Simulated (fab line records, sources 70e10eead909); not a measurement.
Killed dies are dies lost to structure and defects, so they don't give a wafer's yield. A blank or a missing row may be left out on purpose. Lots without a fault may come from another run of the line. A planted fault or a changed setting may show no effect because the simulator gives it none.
fab line records | flow nand_harc
record lots=24 wafers=72 last_day=33
route steps=1302 shown P_M2@330 P_BONDPAD@369
lots that met no fault: from a run of the same line without faults
start_h: hours from the record's first day to the start of the lot's first wafer shown | wait_h: hours since the lot's step before | " the same as in the row above | L1.1+2: a row that stands for several wafers | - no value, or no start given | * or withheld: withheld | < > ~ a bound
route shown NAME@n: a module of which the file shows steps, and the number in the route of the first | usual: mean/standard deviation of fault-free wafers | same: alike in all rows | chamber/n: place in a boat | sites: the reading at each site | _std_site: their standard deviation | _edge_site: outer sites' mean less inner sites' | radius_mm: how far each site lies from the wafer's centre | mask NAME#n: copy n | behind: the tool/chamber that last shaped the wafer | hold: why the lot was held/for how many hours/how that ended | device: the transistor (n, p or np) that didn't switch | end of line: the same wafers' tests at the end of the route | a step without rows: its recipe alone | killed: dies lost to structure and defects at the first sort, not the wafer's yield | map: a wafer's dies, x killed, . not, _ none there
set.NAME: the setting as run; set.NAME@STEP: as run at that earlier step | model.NAME: the simulator's own value behind a step, which no gauge read
steps of the route over a sample of lots; a table a step, a row a wafer
services: from which hour (start_h, from the record's first day; less than 0 if before it) a tool's chamber was out of use, for how many hours, and why
## steps
# step NHARC_P_M2_INSPECT_11
# usual raw_defect_count=5.0/2.6
# columns lot.wafer tool chamber start_h wait_h raw_defect_count
L074.2 defect_inspect-02 - 132.78 0.0 3
L074.3 " - " " 10
L074.4 " - " " 6
L075.2 defect_inspect-01 - 138.60 0.0 1
L075.3 " - " " 4
L075.5 " - " " 10
L076.1 defect_inspect-01 - 147.26 0.0 3
L076.5 " - " " 2
L076.6 " - " " 7
L078.2 defect_inspect-01 - 171.39 0.1 8
L078.4 " - " " 5
L078.5 " - " " 3
L077.1 defect_inspect-02 - 172.11 0.0 6
L077.5 " - " " 3
L077.6 " - " " 2
L079.2 defect_inspect-01 - 187.31 0.0 5
L079.4 " - " " 2
L079.5 " - " " 6
L080.3 defect_inspect-01 - 187.51 0.0 4
L080.4 " - " " 4
L080.6 " - " " 7
L081.4 defect_inspect-02 - 209.17 0.0 4
L081.5 " - " " 3
L081.6 " - " " 0
L082.1 defect_inspect-02 - 214.23 0.0 5
L082.4 " - " " 4
L082.5 " - " " 2
L083.1 defect_inspect-01 - 228.68 0.0 8
L083.2 " - " " 6
L083.6 " - " " 15
L084.2 defect_inspect-02 - 229.80 0.0 3
L084.3 " - " " 4
L084.4 " - " " 3
L086.1 defect_inspect-01 - 244.58 0.0 2
L086.2 " - " " 2
L086.5 " - " " 8
L085.1 defect_inspect-02 - 245.49 0.0 7
L085.4 " - " " 4
L085.5 " - " " 2
L087.1 defect_inspect-02 - 254.70 0.0 7
L087.2 " - " " 5
L087.3 " - " " 3
L088.1 defect_inspect-02 - 279.44 0.0 6
L088.3 " - " " 2
L088.4 " - " " 1
L089.1 defect_inspect-02 - 284.25 0.0 4
L089.2 " - " " 4
L089.3 " - " " 3
L090.1 defect_inspect-01 - 286.90 0.0 6
L090.3 " - " " 7
L090.4 " - " " 5
L091.1 defect_inspect-02 - 306.76 0.0 7
L091.3 " - " " 3
L091.5 " - " " 9
L092.1 defect_inspect-01 - 310.55 0.0 5
L092.2 " - " " 10
L092.4 " - " " 5
L093.1 defect_inspect-02 - 316.99 0.0 5
L093.3 " - " " 2
L093.5 " - " " 4
L094.1 defect_inspect-02 - 338.05 0.0 2
L094.4 " - " " 6
L094.5 " - " " 4
L095.1 defect_inspect-01 - 338.35 0.0 6
L095.3 " - " " 9
L095.4 " - " " 7
L096.1 defect_inspect-01 - 350.80 0.0 8
L096.2 " - " " 3
L096.3 " - " " 8
L097.1 defect_inspect-02 - 356.34 0.0 6
L097.5 " - " " 3
L097.6 " - " " 5
# step NHARC_P_M2_ETCH_35
# recipe target_depth_a=400 overetch_a=120 time_s=43.94 ion_energy_ev=200 n2_flow_sccm=150 h2_flow_sccm=150 ar_flow_sccm=0 rf_w=400 bias_w=150 chemistry=N2/H2
# usual drypump_motor_current_A=5.65/0.24 n2_flow_sccm=150.1/0.45 oes_product_au=1.000/0.012 rf_vpp_V=430.4/2.3 showerhead_plenum_p_Torr=2.04/0.08 throttle_valve_pct=14.171/0.0091
# same time_s=43.94
# columns lot.wafer tool chamber start_h wait_h drypump_motor_current_A n2_flow_sccm oes_product_au rf_hours_counter_h rf_vpp_V showerhead_plenum_p_Torr throttle_valve_pct
L074.3 rie_diel-11 2 132.92 0.1 5.46 150.3 0.984 1.4 432.2 2.14 14.166
L074.4 " 3 " " 5.47 150.3 1.013 1.7 430.9 2.08 14.177
L074.2 " 1 " " 4.96 149.9 0.994 2.1 428.3 2.00 14.161
L075.2 rie_diel-11 2 138.75 0.1 5.45 149.4 0.979 1.5 433.7 2.14 14.165
L075.3 " 3 " " 5.48 150.7 1.012 1.7 432.3 2.08 14.180
L075.5 " 1 " " 4.96 150.5 1.003 - 429.7 2.00 14.159
L076.1 rie_diel-10 1 147.43 0.1 5.35 149.6 1.009 3.4 426.8 1.91 14.179
L076.5 " 2 " " 5.55 150.6 0.997 - 430.7 2.01 14.168
L076.6 " 3 " " 5.89 150.4 1.007 - 431.1 2.11 14.158
L078.4 rie_diel-10 1 171.53 0.1 5.41 150.8 1.000 4.5 425.5 1.90 14.160
L078.2 " 2 " " 5.51 150.3 0.988 4.7 430.4 2.01 14.185
L078.5 " 1 " " 5.42 151.1 1.005 - 426.8 1.90 14.163
L077.1 rie_diel-08 2 172.27 0.1 5.82 150.0 0.994 8.2 431.9 2.07 14.166
L077.5 " 0 " " 5.68 150.6 0.995 - 433.2 2.11 14.170
L077.6 " 1 " " 5.95 150.2 1.003 - 430.7 2.00 14.186
L079.2 rie_diel-08 3 187.46 0.1 5.69 150.1 0.991 8.3 426.0 1.91 14.163
L079.4 " 0 " " 5.67 149.8 0.995 7.7 433.7 2.11 14.176
L079.5 " 2 " " 5.81 150.8 0.993 - 431.4 2.08 14.177
L080.4 rie_diel-10 0 187.65 0.1 5.86 150.3 1.005 5.4 430.6 2.07 14.174
L080.3 " 2 " " 5.52 150.5 0.980 5.7 430.2 2.01 14.179
L080.6 " 1 " " 5.37 150.0 0.996 - 427.6 1.90 14.167
L081.4 rie_diel-10 0 209.36 0.1 5.88 150.1 0.997 - 432.1 2.08 14.181
L081.5 " 1 " " 5.37 150.7 0.995 - 427.7 1.90 14.174
L081.6 " 2 " " 5.51 149.2 0.996 - 430.5 2.01 14.176
L082.4 rie_diel-08 3 214.39 0.1 5.68 149.9 0.987 0.6 427.2 1.91 14.171
L082.1 " 0 " " 5.70 149.9 0.978 0.6 434.2 2.11 14.168
L082.5 " 2 " " 5.81 149.8 0.996 - 430.1 2.07 14.153
L083.1 rie_diel-10 2 228.83 0.1 5.52 149.4 0.999 8.4 430.1 2.01 14.172
L083.2 " 0 " " 5.88 149.9 1.007 8.0 431.3 2.07 14.169
L083.6 " 2 " " 5.51 149.3 0.992 - 428.6 2.01 14.175
L084.3 rie_diel-11 2 229.94 0.1 5.45 150.6 0.984 7.8 431.6 2.14 14.153
L084.4 " 3 " " 5.45 150.0 1.018 7.8 431.2 2.08 14.152
L084.2 " 1 " " 4.97 149.9 0.995 7.1 428.1 2.00 14.177
L086.2 rie_diel-08 1 244.73 0.1 5.95 149.7 1.024 2.1 429.3 2.00 14.170
L086.1 " 3 " " 5.73 150.1 0.993 1.5 428.1 1.91 14.169
L086.5 " 0 " " 5.70 150.4 0.993 - 432.3 2.11 14.170
L085.4 rie_diel-08 0 245.64 0.1 5.68 149.7 1.002 1.5 431.9 2.11 14.171
L085.1 " 2 " " 5.81 149.9 1.016 2.3 431.0 2.07 14.161
L085.5 " 0 " " 5.70 149.9 0.996 - 432.8 2.11 14.174
L087.1 rie_diel-10 0 254.86 0.1 5.91 150.8 0.998 0.0 430.7 2.07 14.169
L087.3 " 1 " " 5.40 150.6 0.983 0.1 424.9 1.90 14.162
L087.2 " 2 " " 5.52 149.9 0.993 0.1 429.4 2.01 14.158
L088.3 rie_diel-10 1 279.59 0.1 5.38 150.1 1.000 1.0 427.8 1.90 14.175
L088.1 " 2 " " 5.51 150.5 0.997 1.3 430.1 2.01 14.177
L088.4 " 0 " " 5.89 149.9 1.013 0.9 430.9 2.07 14.164
L089.3 rie_diel-11 0 284.41 0.1 5.73 150.3 0.991 0.8 433.9 2.15 14.176
L089.2 " 1 " " 4.98 150.3 1.010 1.2 430.6 2.00 14.164
L089.1 " 2 " " 5.45 150.4 1.001 1.2 433.5 2.14 14.162
L090.4 rie_diel-10 3 287.04 0.1 5.91 149.6 0.995 1.4 432.7 2.11 14.151
L090.3 " 1 " " 5.42 150.9 0.986 1.3 425.6 1.90 14.161
L090.1 " 2 " " 5.51 150.0 0.992 1.5 429.8 2.01 14.187
L091.3 rie_diel-11 3 306.91 0.1 5.48 150.4 1.014 1.7 431.7 2.08 14.166
L091.1 " 1 " " 4.97 149.3 1.003 1.9 429.6 2.00 14.179
L091.5 " 3 " " 5.45 149.9 1.016 - 429.8 2.08 14.175
L092.4 rie_diel-10 1 310.69 0.1 5.40 150.3 0.996 2.1 427.1 1.90 14.168
L092.1 " 3 " " 5.94 149.5 1.000 2.0 431.4 2.11 14.171
L092.2 " 0 " " 5.89 149.1 1.020 1.8 431.2 2.07 14.157
L093.3 rie_diel-08 3 317.14 0.1 5.68 150.6 0.994 5.5 428.1 1.91 14.174
L093.1 " 0 " " 5.71 149.4 0.994 4.7 433.0 2.11 14.157
L093.5 " 3 " " 5.66 150.4 0.991 - 427.1 1.91 14.166
L094.1 rie_diel-10 0 338.22 0.1 5.87 150.2 1.006 2.9 432.3 2.07 14.165
L094.5 " 0 " " 5.87 150.3 1.005 - 432.1 2.07 14.175
L094.4 " 2 " " 5.54 149.8 1.002 - 429.0 2.01 14.169
L095.4 rie_diel-08 3 338.50 0.1 5.68 149.9 0.989 6.3 426.9 1.91 14.163
L095.3 " 0 " " 5.73 149.2 0.985 5.5 431.9 2.11 14.181
L095.1 " 1 " " 5.94 150.2 1.021 6.5 429.1 1.99 14.180
L096.2 rie_diel-10 1 350.95 0.1 5.41 150.0 1.008 3.7 426.3 1.90 14.171
L096.3 " 2 " " 5.56 149.5 1.018 4.6 430.8 2.01 14.201
L096.1 " 0 " " 5.87 149.6 1.012 3.7 431.7 2.07 14.170
L097.1 rie_diel-08 3 356.49 0.1 5.68 150.1 0.984 6.9 426.8 1.91 14.187
L097.5 " 3 " " 5.67 150.0 0.979 - 426.5 1.91 14.161
L097.6 " 0 " " 5.71 149.5 0.983 - 430.5 2.11 14.170
# step NHARC_P_M2_INSPECT_27
# usual raw_defect_count=331/130
# columns lot.wafer tool chamber start_h wait_h raw_defect_count
L074.2 defect_inspect-02 - 135.42 0.0 498
L074.3 " - " " 325
L074.4 " - " " 246
L075.2 defect_inspect-02 - 141.28 0.0 387
L075.3 " - " " 292
L075.5 " - " " 311
L076.1 defect_inspect-01 - 149.89 0.0 288
L076.5 " - " " 193
L076.6 " - " " 211
L078.2 defect_inspect-02 - 174.52 0.0 479
L078.4 " - " " 390
L078.5 " - " " 375
L077.1 defect_inspect-01 - 174.82 0.0 258
L077.5 " - " " 192
L077.6 " - " " 153
L079.2 defect_inspect-01 - 189.94 0.0 297
L079.4 " - " " 336
L079.5 " - " " 371
L080.3 defect_inspect-02 - 190.17 0.0 177
L080.4 " - " " 361
L080.6 " - " " 358
L081.4 defect_inspect-01 - 211.93 0.0 158
L081.5 " - " " 404
L081.6 " - " " 288
L082.1 defect_inspect-01 - 216.87 0.0 188
L082.4 " - " " 596
L082.5 " - " " 362
L083.1 defect_inspect-01 - 231.36 0.0 260
L083.2 " - " " 231
L083.6 " - " " 435
L084.2 defect_inspect-02 - 232.45 0.0 267
L084.3 " - " " 245
L084.4 " - " " 277
L086.1 defect_inspect-02 - 247.48 0.0 346
L086.2 " - " " 330
L086.5 " - " " 392
L085.1 defect_inspect-02 - 248.12 0.0 237
L085.4 " - " " 405
L085.5 " - " " 328
L087.1 defect_inspect-02 - 257.33 0.0 570
L087.2 " - " " 576
L087.3 " - " " 249
L088.1 defect_inspect-02 - 282.08 0.0 325
L088.3 " - " " 344
L088.4 " - " " 234
L089.1 defect_inspect-02 - 287.05 0.0 374
L089.2 " - " " 426
L089.3 " - " " 353
L090.1 defect_inspect-02 - 289.54 0.0 437
L090.3 " - " " 593
L090.4 " - " " 610
L091.1 defect_inspect-01 - 309.40 0.0 407
L091.3 " - " " 163
L091.5 " - " " 191
L092.1 defect_inspect-01 - 313.19 0.0 144
L092.2 " - " " 267
L092.4 " - " " 300
L093.1 defect_inspect-01 - 319.76 0.0 176
L093.3 " - " " 345
L093.5 " - " " 147
L094.1 defect_inspect-02 - 340.79 0.0 141
L094.4 " - " " 263
L094.5 " - " " 322
L095.1 defect_inspect-02 - 341.09 0.0 379
L095.3 " - " " 357
L095.4 " - " " 287
L096.1 defect_inspect-01 - 353.45 0.0 380
L096.2 " - " " 230
L096.3 " - " " 320
L097.1 defect_inspect-01 - 358.98 0.0 536
L097.5 " - " " 390
L097.6 " - " " 463
# step NHARC_P_BONDPAD_ETCH_12
# recipe target_depth_a=2000 time_s=100 chf3_flow_sccm=50 o2_flow_sccm=10 ar_flow_sccm=200 rf_w=500 bias_w=200 chemistry=CHF3/O2
# usual drypump_motor_current_A=5.5/0.39 oes_product_au=0.949/0.026 rf_vpp_V=370.2/2 showerhead_plenum_p_Torr=2.39/0.078 throttle_valve_pct=20.573/0.0088
# same time_s=100
# columns lot.wafer tool chamber start_h wait_h drypump_motor_current_A oes_product_au rf_hours_counter_h rf_vpp_V showerhead_plenum_p_Torr throttle_valve_pct
L074.2 rie_diel-04 2 - - 5.0 0.926 6.0 373.0 2.47 20.573
L074.4 " 3 " " 4.9 0.941 5.7 368.9 2.39 20.570
L074.3 " 0 " " 6.0 0.946 5.5 370.4 2.35 20.566
L075.2 rie_diel-06 3 - - 6.2 0.949 0.5 369.8 2.35 20.565
L075.3 " 1 " " 5.8 0.981 0.7 375.2 2.58 20.570
L075.5 " 2 " " 5.7 0.970 - 366.6 2.27 20.567
L076.1 rie_diel-04 3 - - 4.9 0.983 6.5 370.6 2.39 20.577
L076.5 " 3 " " 4.9 0.968 - 369.7 2.39 20.555
L076.6 " 0 " " 6.0 0.998 - 369.1 2.35 20.575
L078.2 rie_diel-05 0 - - 5.6 0.928 2.3 370.2 2.30 20.561
L078.4 " 2 " " 5.7 0.955 2.4 367.3 2.25 20.583
L078.5 " 0 " " 5.5 0.930 - 368.0 2.30 20.581
L077.1 rie_diel-06 1 - - 5.8 0.931 2.7 374.2 2.58 20.573
L077.5 " 0 " " 5.4 0.922 - 370.6 2.42 20.566
L077.6 " 1 " " 5.8 0.920 - 374.8 2.58 20.574
L079.2 rie_diel-04 2 - - 5.0 0.950 0.2 373.9 2.47 20.572
L079.4 " 0 " " 6.0 0.999 0.3 370.2 2.35 20.562
L079.5 " 1 " " 5.7 0.968 - 371.1 2.37 20.577
L080.4 rie_diel-06 2 - - 5.8 0.927 4.5 368.0 2.27 20.579
L080.3 " 3 " " 6.2 0.928 3.8 368.9 2.35 20.567
L080.6 " 1 " " 5.8 0.935 - 374.2 2.58 20.579
L081.4 rie_diel-05 1 - - 5.6 0.933 3.2 369.6 2.38 20.589
L081.6 " 3 " " 5.5 0.928 - 372.8 2.43 20.598
L081.5 " 0 " " 5.5 0.925 - 368.2 2.30 20.556
L082.1 rie_diel-05 2 - - 5.7 0.988 3.6 366.7 2.25 20.565
L082.5 " 2 " " 5.7 0.977 - 366.6 2.25 20.550
L082.4 " 0 " " 5.5 0.974 - 368.3 2.30 20.572
L083.1 rie_diel-06 3 - - 6.2 0.923 6.0 369.3 2.35 20.573
L083.2 " 2 " " 5.8 0.905 6.2 367.7 2.27 20.570
L083.6 " 3 " " 6.2 0.913 - 370.0 2.35 20.573
L084.3 rie_diel-04 1 - - 5.8 0.991 3.3 370.0 2.36 20.565
L084.4 " 3 " " 4.9 0.976 3.3 371.1 2.39 20.585
L084.2 " 0 " " 6.0 0.970 3.4 368.3 2.35 20.587
L086.1 rie_diel-04 1 - - 5.8 0.980 4.1 368.8 2.37 20.581
L086.2 " 0 " " 6.0 0.986 4.0 369.5 2.35 20.568
L086.5 " 2 " " 5.0 0.948 - 372.9 2.47 20.589
L085.1 rie_diel-04 1 - - 5.8 0.940 4.2 369.2 2.37 20.584
L085.4 " 0 " " 6.0 0.931 4.1 370.0 2.35 20.574
L085.5 " 1 " " 5.7 0.947 - 369.1 2.37 20.560
L087.1 rie_diel-04 2 - - 5.0 0.959 4.0 372.9 2.47 20.572
L087.3 " 3 " " 4.9 0.968 3.9 371.6 2.39 20.579
L087.2 " 1 " " 5.8 0.992 4.3 370.6 2.37 20.565
L088.1 rie_diel-05 2 - - 5.7 0.977 1.3 366.7 2.25 20.570
L088.4 " 3 " " 5.5 0.992 1.4 371.7 2.43 20.585
L088.3 " 1 " " 5.6 0.970 1.3 371.0 2.38 20.562
L089.2 rie_diel-04 1 - - 5.7 0.934 6.4 371.0 2.36 20.579
L089.3 " 2 " " 5.0 0.911 6.3 372.1 2.47 20.577
L089.1 " 3 " " 4.9 0.919 5.6 370.4 2.39 20.568
L090.4 rie_diel-04 3 - - 4.9 0.946 5.7 370.8 2.39 20.558
L090.1 " 0 " " 6.0 0.970 5.7 370.3 2.35 20.564
L090.3 " 1 " " 5.7 0.998 6.4 370.5 2.36 20.573
L091.1 rie_diel-04 3 - - 4.9 0.923 6.9 368.7 2.39 20.581
L091.3 " 0 " " 6.0 0.945 6.9 369.5 2.35 20.585
L091.5 " 1 " " 5.8 0.934 - 369.4 2.36 20.568
L092.2 rie_diel-04 0 - - 6.0 0.988 7.3 369.1 2.35 20.577
L092.1 " 1 " " 5.8 0.966 7.8 369.3 2.36 20.586
L092.4 " 0 " " 6.0 0.976 - 369.2 2.35 20.580
L093.1 rie_diel-05 0 - - 5.5 0.929 2.0 369.9 2.30 20.572
L093.3 " 2 " " 5.7 0.923 2.0 366.3 2.25 20.576
L093.5 " 0 " " 5.5 0.936 - 368.1 2.30 20.578
L094.4 rie_diel-06 1 - - 5.8 0.911 0.3 374.2 2.58 20.569
L094.1 " 2 " " 5.8 0.919 0.3 367.9 2.27 20.574
L094.5 " 1 " " 5.8 0.916 - 374.1 2.58 20.575
L095.4 rie_diel-04 0 - - 6.0 0.936 8.9 370.6 2.35 20.578
L095.1 " 1 " " 5.7 0.936 9.5 370.1 2.36 20.568
L095.3 " 2 " " 5.0 0.918 9.2 372.9 2.47 20.574
L096.3 rie_diel-05 3 - - 5.5 0.984 3.1 371.5 2.43 20.583
L096.2 " 0 " " 5.5 0.969 3.2 368.1 2.30 20.578
L096.1 " 1 " " 5.6 0.970 3.3 368.0 2.38 20.558
L097.1 rie_diel-06 0 - - 5.4 0.941 1.7 368.8 2.42 20.576
L097.6 " 0 " " 5.4 0.930 - 370.8 2.42 20.575
L097.5 " 1 " " 5.8 0.921 - 372.4 2.58 20.580
# step NHARC_P_BONDPAD_ETCH_24
# recipe target_depth_a=300 over_etch_frac=0.3 time_s=72.99 ion_energy_ev=150 cf4_flow_sccm=50 n2_flow_sccm=100 ar_flow_sccm=150 rf_w=300 bias_w=100 chemistry=CF4/N2
# usual cf4_flow_sccm=49.98/0.13 drypump_motor_current_A=5.6/0.34 n2_flow_sccm=100.0/0.31 oes_product_au=1.009/0.013 rf_vpp_V=313.6/1.5 showerhead_plenum_p_Torr=2.59/0.083 throttle_valve_pct=19.796/0.0088
# same time_s=72.99
# columns lot.wafer tool chamber start_h wait_h cf4_flow_sccm drypump_motor_current_A n2_flow_sccm oes_product_au rf_hours_counter_h rf_vpp_V showerhead_plenum_p_Torr throttle_valve_pct
L074.2 rie_diel-05 1 - - 50.14 5.6 99.8 1.017 1.8 312.8 2.61 19.807
L074.4 " 2 " " 50.09 5.7 100.2 1.036 1.6 311.6 2.47 19.787
L074.3 " 0 " " 49.88 5.6 99.9 0.990 1.5 315.1 2.52 19.807
L075.2 rie_diel-04 3 - - 49.95 4.9 100.0 1.028 6.2 315.3 2.61 19.779
L075.3 " 2 " " 49.90 5.0 100.3 1.003 6.7 313.0 2.70 19.805
L075.5 " 0 " " 50.02 6.0 100.4 1.018 - 313.0 2.57 19.801
L076.1 rie_diel-05 2 152.43 0.1 50.00 5.7 99.8 1.014 2.0 311.9 2.47 19.790
L076.6 " 2 " " 50.18 5.7 99.6 1.013 - 311.9 2.47 19.803
L076.5 " 3 " " 49.87 5.5 100.2 0.978 - 314.8 2.66 19.782
L078.4 rie_diel-04 1 - - 50.27 5.8 100.1 1.009 8.1 313.6 2.59 19.778
L078.2 " 3 " " 50.11 4.9 100.1 1.022 7.6 313.1 2.61 19.789
L078.5 " 0 " " 49.97 6.0 100.4 1.035 - 313.2 2.57 19.789
L077.1 rie_diel-05 2 - - 50.17 5.7 99.7 1.028 2.4 311.6 2.47 19.797
L077.6 " 1 " " 49.98 5.6 99.4 1.017 - 313.7 2.61 19.797
L077.5 " 2 " " 50.15 5.7 100.3 1.019 - 312.7 2.47 19.792
L079.4 rie_diel-04 3 - - 49.99 4.9 99.9 1.015 0.3 314.1 2.61 19.787
L079.2 " 0 " " 50.01 6.0 100.0 1.011 0.3 313.0 2.57 19.789
L079.5 " 3 " " 49.76 4.9 99.7 1.013 - 315.4 2.61 19.803
L080.3 rie_diel-06 0 - - 50.16 5.4 100.4 0.999 3.5 314.0 2.65 19.792
L080.4 " 1 " " 50.06 5.8 100.0 1.014 3.9 317.3 2.82 19.809
L080.6 " 3 " " 50.10 6.2 100.0 0.993 - 313.3 2.57 19.794
L081.4 rie_diel-04 3 - - 49.89 4.9 99.7 1.017 0.9 313.3 2.61 19.805
L081.6 " 0 " " 49.76 6.0 99.8 1.023 - 314.0 2.57 19.784
L081.5 " 1 " " 49.96 5.8 100.3 1.019 - 314.0 2.59 19.791
L082.4 rie_diel-06 2 - - 50.01 5.8 100.1 0.994 5.9 312.3 2.48 19.802
L082.1 " 3 " " 49.87 6.2 99.1 0.994 5.6 311.9 2.57 19.805
L082.5 " 0 " " 50.32 5.4 99.9 0.994 - 314.6 2.64 19.804
L083.2 rie_diel-04 3 - - 50.14 4.9 100.6 1.016 3.2 313.5 2.61 19.800
L083.1 " 1 " " 49.93 5.8 99.6 1.015 3.2 313.5 2.59 19.797
L083.6 " 3 " " 50.13 4.9 100.1 1.023 - 315.2 2.61 19.789
L084.4 rie_diel-06 2 - - 49.80 5.8 100.0 0.986 6.3 311.1 2.48 19.802
L084.3 " 3 " " 50.14 6.2 99.9 0.998 6.1 313.7 2.57 19.785
L084.2 " 1 " " 49.92 5.8 100.0 1.008 6.0 316.8 2.82 19.789
L086.1 rie_diel-05 2 - - 49.94 5.8 100.1 1.017 0.3 312.6 2.47 19.792
L086.2 " 3 " " 49.95 5.5 100.6 1.013 0.2 315.1 2.66 19.797
L086.5 " 2 " " 49.96 5.8 100.2 1.009 - 311.3 2.47 19.779
L085.4 rie_diel-05 0 - - 50.01 5.5 100.1 1.027 0.3 312.3 2.52 19.780
L085.1 " 2 " " 49.83 5.7 99.6 1.000 0.3 312.0 2.47 19.803
L085.5 " 0 " " 49.70 5.5 99.9 1.025 - 311.3 2.52 19.802
L087.1 rie_diel-05 1 - - 50.01 5.6 100.0 1.015 0.4 313.7 2.60 19.798
L087.3 " 2 " " 49.97 5.7 99.9 1.007 0.4 311.6 2.47 19.802
L087.2 " 3 " " 50.08 5.5 99.8 1.020 0.4 314.2 2.66 19.791
L088.4 rie_diel-05 2 - - 50.07 5.7 100.2 1.003 1.4 311.3 2.47 19.781
L088.3 " 3 " " 49.96 5.5 99.8 1.006 1.4 315.5 2.65 19.792
L088.1 " 0 " " 50.16 5.5 99.9 1.023 1.4 312.9 2.51 19.792
L089.1 rie_diel-05 3 - - 50.00 5.5 100.3 1.004 1.7 314.4 2.65 19.791
L089.2 " 1 " " 49.91 5.6 100.4 1.018 1.5 313.9 2.60 19.803
L089.3 " 2 " " 49.74 5.7 100.2 1.002 1.6 311.7 2.47 19.792
L090.4 rie_diel-05 1 - - 49.82 5.6 100.2 1.004 1.6 314.9 2.60 19.795
L090.1 " 3 " " 49.75 5.5 99.9 1.014 1.7 314.1 2.65 19.805
L090.3 " 0 " " 49.97 5.5 100.2 1.008 1.7 312.6 2.51 19.808
L091.3 rie_diel-04 0 312.03 0.1 49.84 6.0 100.6 1.022 7.0 312.5 2.57 19.785
L091.1 " 3 " " 49.82 4.9 99.7 1.001 7.0 313.6 2.61 19.795
L091.5 " 0 " " 49.79 6.0 100.7 1.019 - 313.5 2.57 19.786
L092.1 rie_diel-04 1 315.81 0.2 50.01 5.8 100.2 1.010 7.9 312.1 2.58 19.798
L092.2 " 3 " " 49.99 4.9 99.9 1.005 7.4 313.4 2.61 19.788
L092.4 " 0 " " 49.97 6.0 100.1 1.019 - 312.7 2.56 19.804
L093.1 rie_diel-04 3 - - 49.91 4.9 100.2 1.009 7.5 313.0 2.61 19.825
L093.3 " 0 " " 49.76 6.0 100.0 1.025 7.5 312.1 2.56 19.810
L093.5 " 1 " " 49.98 5.8 100.3 1.019 - 313.6 2.58 19.802
L094.4 rie_diel-05 0 - - 49.87 5.5 99.8 1.004 2.7 311.7 2.51 19.794
L094.1 " 2 " " 49.85 5.7 99.8 1.011 2.5 310.4 2.47 19.796
L094.5 " 1 " " 50.09 5.6 100.4 1.015 - 315.0 2.60 19.806
L095.4 rie_diel-06 3 - - 50.06 6.2 100.3 0.985 0.3 314.3 2.57 19.799
L095.1 " 1 " " 49.91 5.8 100.4 1.002 0.4 317.6 2.81 19.810
L095.3 " 2 " " 49.86 5.8 100.3 0.992 0.4 311.7 2.48 19.802
L096.2 rie_diel-06 1 - - 50.15 5.8 99.8 0.986 1.5 317.2 2.81 19.807
L096.1 " 2 " " 49.95 5.8 100.4 0.984 1.0 311.1 2.48 19.803
L096.3 " 0 " " 50.13 5.4 100.1 1.022 1.4 313.4 2.64 19.785
L097.1 rie_diel-05 3 361.68 0.1 50.04 5.5 99.8 1.024 3.4 314.4 2.65 19.805
L097.6 " 0 " " 50.17 5.5 100.2 1.010 - 312.9 2.51 19.798
L097.5 " 1 " " 50.06 5.6 99.5 1.012 - 314.3 2.60 19.803
# step NHARC_P_BONDPAD_DEGAS_25
# recipe temp_c=300 time_s=60
# usual heater_power_w=450/31
# same time_s=60
# columns lot.wafer tool chamber start_h wait_h heater_power_w
L074.3 pvd_sputter-01 - 138.25 - 496
L074.2 " - " " 472
L074.4 " - " " 465
L075.3 pvd_sputter-01 - 144.95 - 496
L075.2 " - " " 470
L075.5 " - " " 456
L076.1 pvd_sputter-03 - 152.84 - 471
L076.6 " - " " 462
L076.5 " - " " 441
L078.4 pvd_sputter-02 - 177.44 - 426
L078.2 " - " " 417
L078.5 " - " " 391
L077.1 pvd_sputter-01 - 177.78 - 510
L077.5 " - " " 462
L077.6 " - " " 459
L079.2 pvd_sputter-02 - 192.95 - 460
L079.4 " - " " 389
L079.5 " - " " 445
L080.3 pvd_sputter-01 - 193.11 - 453
L080.4 " - " " 515
L080.6 " - " " 461
L081.4 pvd_sputter-02 - 214.87 - 449
L081.6 " - " " 426
L081.5 " - " " 439
L082.1 pvd_sputter-01 - 219.76 - 453
L082.4 " - " " 467
L082.5 " - " " 514
L083.2 pvd_sputter-02 - 234.31 - 412
L083.1 " - " " 390
L083.6 " - " " 449
L084.2 pvd_sputter-03 - 235.55 - 479
L084.4 " - " " 436
L084.3 " - " " 458
L086.1 pvd_sputter-01 - 250.42 - 440
L086.2 " - " " 446
L086.5 " - " " 453
L085.4 pvd_sputter-02 - 251.08 - 447
L085.1 " - " " 424
L085.5 " - " " 453
L087.3 pvd_sputter-02 - 260.27 - 386
L087.1 " - " " 415
L087.2 " - " " 454
L088.4 pvd_sputter-01 - 285.02 - 439
L088.3 " - " " 471
L088.1 " - " " 511
L089.1 pvd_sputter-01 - 289.87 - 517
L089.3 " - " " 441
L089.2 " - " " 457
L090.1 pvd_sputter-02 - 292.64 - 439
L090.3 " - " " 433
L090.4 " - " " 488
L091.1 pvd_sputter-03 - 312.44 - 473
L091.3 " - " " 451
L091.5 " - " " 481
L092.1 pvd_sputter-02 - 316.23 - 486
L092.2 " - " " 428
L092.4 " - " " 392
L093.1 pvd_sputter-01 - 322.80 - 452
L093.3 " - " " 522
L093.5 " - " " 455
L094.1 pvd_sputter-01 - 343.72 - 524
L094.4 " - " " 437
L094.5 " - " " 457
L095.1 pvd_sputter-02 - 344.22 - 431
L095.3 " - " " 477
L095.4 " - " " 431
L096.2 pvd_sputter-02 - 356.31 - 388
L096.3 " - " " 441
L096.1 " - " " 434
L097.1 pvd_sputter-01 - 362.07 - 458
L097.6 " - " " 440
L097.5 " - " " 455
## services
# columns tool chamber start_h hours kind
rie_diel-06 3 122.21 8.9 repair
pvd_sputter-01 - 128.80 3.5 repair
rie_diel-06 - 130.20 9.0 pm
rie_diel-06 1 144.92 6.8 repair
rie_diel-06 2 150.52 2.1 repair
rie_diel-05 1 152.08 1.4 repair
rie_diel-04 - 177.90 9.0 pm
rie_diel-10 3 202.06 25.8 repair
rie_diel-10 - 216.66 1.6 repair
rie_diel-05 3 217.24 4.4 repair
pvd_sputter-01 - 226.01 10.0 pm
rie_diel-05 - 229.60 9.0 pm
rie_diel-10 - 242.50 9.0 pm
rie_diel-04 2 250.81 3.6 repair
rie_diel-10 1 290.51 6.6 repair
rie_diel-05 1 299.78 3.2 repair
rie_diel-05 3 302.66 5.4 repair
rie_diel-06 - 307.20 9.0 pm
rie_diel-04 2 308.22 9.9 repair
pvd_sputter-01 - 309.76 10.0 repair
rie_diel-04 1 331.78 1.3 repair
rie_diel-10 1 337.46 2.5 repair
rie_diel-05 2 347.69 13.8 repair
rie_diel-04 - 354.90 9.0 pm
## key
fault none
